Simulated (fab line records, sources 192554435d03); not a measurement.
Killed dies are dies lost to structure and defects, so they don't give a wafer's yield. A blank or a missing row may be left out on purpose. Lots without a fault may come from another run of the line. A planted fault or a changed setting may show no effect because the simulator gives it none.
Which tool did it? | flow n5_finfet | 10 lots, 29 wafers sampled, at 2 steps of a route of 1938

WHAT THE GAUGES READ, wafer by wafer
N5_BEOL_M4_RC_MEAS_101.
lot  | measured     | on        | IOFF_P (nA/um)
L688 | day 9 03:50  | prober-01 | 0.187 0.214 0.210
L691 | day 9 21:47  | prober-01 | 0.253 0.246 0.246
L692 | day 10 00:44 | prober-01 | 0.221 0.239 0.254
L694 | day 10 18:33 | prober-01 | 0.232 0.260 0.230
L695 | day 11 01:11 | prober-01 | 0.176 0.169 0.209
L696 | day 11 04:34 | prober-01 | 0.155 0.193 0.198
L697 | day 11 03:19 | prober-01 | 0.244 0.239 0.244
L699 | day 12 05:47 | prober-02 | 0.209 0.590 0.653
L703 | day 13 00:23 | prober-01 | 0.218 0.626
L706 | day 13 15:23 | prober-02 | 0.225 0.212 0.218

WHICH TOOL RAN EACH LOT (tool, then ch and the chambers of the sampled wafers, then the start)
lot  | N5_SD_EPI_P_VAPOR_ETCH_44
L688 | epi_rpcvd-02 ch 0, day 4 14:14
L691 | epi_rpcvd-04 ch 0, day 5 06:05
L692 | epi_rpcvd-04 ch 0, day 5 12:45
L694 | epi_rpcvd-01 ch 0, day 6 01:49
L695 | epi_rpcvd-04 ch 0, day 6 06:41
L696 | epi_rpcvd-04 ch 0, day 6 13:44
L697 | epi_rpcvd-04 ch 0, day 6 19:10
L699 | epi_rpcvd-04 ch 0, day 7 07:00
L703 | epi_rpcvd-04 ch 0, day 8 05:34
L706 | epi_rpcvd-02 ch 0, day 9 02:40
- N5_SD_EPI_P_VAPOR_ETCH_44: etches SiGe30 in NF3/Ar, time 3.3 s.

THE ANSWER, worked out from the rows above alone
Rule: what is usual is taken from the lots themselves. Put in order of their means at a reading, lots are off if they are a third of the lots or fewer, leave a main group of 4 or more, and stand apart from it by a gap of 3 or more times the standard deviation of the main group's means; of several such gaps the widest counts. A main group whose means are all the same, to the digits that the tables above print for the reading, isn't used. A lot without any number at a reading at which 4 lots or more have one is off too. The other lots that the step has rows for count as sound.
Off: L699, L703, at N5_BEOL_M4_RC_MEAS_101 (IOFF_P). The main group: mean 0.220 nA/um, standard deviation 0.025.
A tool fits if, at a process step before that reading, it ran every lot that is off, and no sound lot after the first of them. The gauges at N5_BEOL_M4_RC_MEAS_101 are tried like those tools. One fits: epi_rpcvd-04 at N5_SD_EPI_P_VAPOR_ETCH_44. Its last sound lot is L697 (day 6 19:10), its first lot that is off L699 (day 7 07:00): a fault that began between those two fits.

WHAT THE SIMULATOR HAD PUT IN
Process parameter drift: epi_rpcvd-04, from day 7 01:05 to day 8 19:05, at N5_SD_EPI_P_VAPOR_ETCH_44. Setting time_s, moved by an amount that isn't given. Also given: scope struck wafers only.
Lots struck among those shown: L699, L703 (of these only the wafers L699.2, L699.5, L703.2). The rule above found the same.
